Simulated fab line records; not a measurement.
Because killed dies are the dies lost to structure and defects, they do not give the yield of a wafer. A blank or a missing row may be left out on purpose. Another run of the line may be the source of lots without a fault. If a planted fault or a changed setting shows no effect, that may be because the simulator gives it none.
Chamber matching || flow n5 finfet || N5_BEOL_M5_STRIP_64 on rie diel-02: 4 sister chambers
The step strips in CF4. 18 wafers are shown with their chamber, then 9 later ones without.

WAFERS PAIRED WITH THEIR CHAMBERS
{"wafer": "L076.4", "chamber": 1, "showerhead plenum p Torr (Torr)": 1.78, "drypump motor current A (A)": 5.1, "throttle valve pct (%)": 13.59}
{"wafer": "L076.5", "chamber": 0, "showerhead plenum p Torr (Torr)": 1.77, "drypump motor current A (A)": 5.8, "throttle valve pct (%)": 13.84}
{"wafer": "L076.6", "chamber": 3, "showerhead plenum p Torr (Torr)": 1.75, "drypump motor current A (A)": 5.7, "throttle valve pct (%)": 13.44}
{"wafer": "L078.3", "chamber": 1, "showerhead plenum p Torr (Torr)": 1.78, "drypump motor current A (A)": 5.1, "throttle valve pct (%)": 13.60}
{"wafer": "L078.4", "chamber": 3, "showerhead plenum p Torr (Torr)": 1.75, "drypump motor current A (A)": 5.7, "throttle valve pct (%)": 13.45}
{"wafer": "L078.6", "chamber": 3, "showerhead plenum p Torr (Torr)": 1.75, "drypump motor current A (A)": 5.7, "throttle valve pct (%)": 13.44}
{"wafer": "L084.2", "chamber": 1, "showerhead plenum p Torr (Torr)": 1.77, "drypump motor current A (A)": 5.1, "throttle valve pct (%)": 13.64}
{"wafer": "L084.3", "chamber": 2, "showerhead plenum p Torr (Torr)": 1.90, "drypump motor current A (A)": 5.8, "throttle valve pct (%)": 13.50}
{"wafer": "L084.5", "chamber": 0, "showerhead plenum p Torr (Torr)": 1.77, "drypump motor current A (A)": 5.7, "throttle valve pct (%)": 13.88}
{"wafer": "L088.1", "chamber": 3, "showerhead plenum p Torr (Torr)": 1.75, "drypump motor current A (A)": 5.7, "throttle valve pct (%)": 13.49}
{"wafer": "L088.5", "chamber": 2, "showerhead plenum p Torr (Torr)": 1.90, "drypump motor current A (A)": 5.8, "throttle valve pct (%)": 13.50}
{"wafer": "L088.6", "chamber": 3, "showerhead plenum p Torr (Torr)": 1.75, "drypump motor current A (A)": 5.7, "throttle valve pct (%)": 13.47}
{"wafer": "L085.2", "chamber": 2, "showerhead plenum p Torr (Torr)": 1.90, "drypump motor current A (A)": 5.8, "throttle valve pct (%)": 13.52}
{"wafer": "L085.3", "chamber": 0, "showerhead plenum p Torr (Torr)": 1.77, "drypump motor current A (A)": 5.7, "throttle valve pct (%)": 13.89}
{"wafer": "L085.4", "chamber": 3, "showerhead plenum p Torr (Torr)": 1.75, "drypump motor current A (A)": 5.7, "throttle valve pct (%)": 13.47}
{"wafer": "L087.1", "chamber": 0, "showerhead plenum p Torr (Torr)": 1.77, "drypump motor current A (A)": 5.7, "throttle valve pct (%)": 13.91}
{"wafer": "L087.3", "chamber": 3, "showerhead plenum p Torr (Torr)": 1.75, "drypump motor current A (A)": 5.7, "throttle valve pct (%)": 13.50}
{"wafer": "L087.6", "chamber": 0, "showerhead plenum p Torr (Torr)": 1.77, "drypump motor current A (A)": 5.7, "throttle valve pct (%)": 13.91}

SIGNATURES (averages over the wafers above)
{"reading": "showerhead plenum p Torr", "chamber 0": 1.7700, "chamber 1": 1.7767, "chamber 2": 1.9000, "chamber 3": 1.7500, "scatter within a chamber": 0.00218}
{"reading": "drypump motor current A", "chamber 0": 5.720, "chamber 1": 5.100, "chamber 2": 5.800, "chamber 3": 5.700, "scatter within a chamber": 0.0239}
{"reading": "throttle valve pct", "chamber 0": 13.8860, "chamber 1": 13.6100, "chamber 2": 13.5067, "chamber 3": 13.4657, "scatter within a chamber": 0.0244}
Rule: for each reading, subtract the chamber's mean from the wafer's reading, divide by that reading's scatter and square the result; add these up over the readings and take the root, which gives the wafer's distance from the chamber. If the next closest chamber is less than 2 further off than the closest, the wafer can't be placed; otherwise it belongs to the closest. The scatter is the square root of a quotient: the sum, over the shown wafers, of each reading's squared deviation from its chamber's mean, divided by wafers minus chambers.

WAFERS MISSING THEIR CHAMBER
{"wafer": "L089.2", "showerhead plenum p Torr (Torr)": 1.77, "drypump motor current A (A)": 5.7, "throttle valve pct (%)": 13.90}
{"wafer": "L089.5", "showerhead plenum p Torr (Torr)": 1.77, "drypump motor current A (A)": 5.7, "throttle valve pct (%)": 13.91}
{"wafer": "L089.6", "showerhead plenum p Torr (Torr)": 1.77, "drypump motor current A (A)": 5.1, "throttle valve pct (%)": 13.67}
{"wafer": "L090.1", "showerhead plenum p Torr (Torr)": 1.77, "drypump motor current A (A)": 5.8, "throttle valve pct (%)": 13.91}
{"wafer": "L090.3", "showerhead plenum p Torr (Torr)": 1.77, "drypump motor current A (A)": 5.1, "throttle valve pct (%)": 13.65}
{"wafer": "L090.4", "showerhead plenum p Torr (Torr)": 1.74, "drypump motor current A (A)": 5.7, "throttle valve pct (%)": 13.50}
{"wafer": "L096.1", "showerhead plenum p Torr (Torr)": 1.74, "drypump motor current A (A)": 5.8, "throttle valve pct (%)": 13.54}
{"wafer": "L096.2", "showerhead plenum p Torr (Torr)": 1.77, "drypump motor current A (A)": 5.1, "throttle valve pct (%)": 13.70}
{"wafer": "L096.4", "showerhead plenum p Torr (Torr)": 1.76, "drypump motor current A (A)": 5.8, "throttle valve pct (%)": 13.95}

WHICH CHAMBER EACH WENT THROUGH
{"wafer": "L089.2", "from the rows above": 0, "in truth": 0}
{"wafer": "L089.5", "from the rows above": 0, "in truth": 0}
{"wafer": "L089.6", "from the rows above": 1, "in truth": 1}
{"wafer": "L090.1", "from the rows above": 0, "in truth": 0}
{"wafer": "L090.3", "from the rows above": 1, "in truth": 1}
{"wafer": "L090.4", "from the rows above": 3, "in truth": 3}
{"wafer": "L096.1", "from the rows above": 3, "in truth": 3}
{"wafer": "L096.2", "from the rows above": 1, "in truth": 1}
{"wafer": "L096.4", "from the rows above": 0, "in truth": 0}
Correct placement for 9 of the 9. From these rows, 0 cannot be placed. Placed wrongly: 0.
